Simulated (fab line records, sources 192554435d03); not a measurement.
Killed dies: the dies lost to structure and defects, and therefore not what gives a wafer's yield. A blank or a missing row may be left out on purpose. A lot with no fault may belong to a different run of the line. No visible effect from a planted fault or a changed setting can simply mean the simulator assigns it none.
Matching of chambers | flow n5-finfet | rie-diel-03 running N5_BEOL_M6_STRIP_19: 4 sister chambers
The step strips in O2. 8 wafers are shown with their chamber, then 7 later ones without.

== EACH WAFER AND ITS CHAMBER ==
wafer  | chamber | drypump-motor-current-A (A) | showerhead-plenum-p-Torr (Torr)
L087.3 | 2       | 5.6                         | 2.13
L086.3 | 3       | 6.0                         | 2.08
L086.5 | 3       | 6.0                         | 2.08
L088.2 | 2       | 5.6                         | 2.13
L088.4 | 0       | 5.5                         | 2.21
L088.5 | 1       | 6.1                         | 2.13
L093.2 | 1       | 6.1                         | 2.13
L093.3 | 0       | 5.4                         | 2.20

== WAFERS MISSING THEIR CHAMBER ==
wafer  | drypump-motor-current-A (A) | showerhead-plenum-p-Torr (Torr)
L093.4 | 6.1                         | 2.13
L094.1 | 6.1                         | 2.12
L094.5 | 6.1                         | 2.13
L094.6 | 5.6                         | 2.12
L097.2 | 5.6                         | 2.12
L097.4 | 6.1                         | 2.12
L097.5 | 6.1                         | 2.12

== WHICH CHAMBER EACH WENT THROUGH ==
wafer  | from the rows above | in truth
L093.4 | 1                   | 1
L094.1 | 1                   | 1
L094.5 | 1                   | 1
L094.6 | 2                   | 2
L097.2 | 2                   | 2
L097.4 | 1                   | 1
L097.5 | 1                   | 1
Placed correctly: 7 of 7. Can't be placed from these rows: 0. Placed wrongly: 0.
How it was worked out, from the rows above alone: a wafer's distance from a chamber is the root of the sum, over the readings, of the square of ((its reading less the chamber's mean) divided by the reading's scatter). If the next closest chamber is less than 2 further off than the closest, the wafer can't be placed; otherwise it belongs to the closest. For every chamber, the mean is computed from those of its wafers that are shown. The scatter: take each reading less its chamber's mean, square it, sum over the shown wafers, divide by the number of wafers less the number of chambers, and take the root.
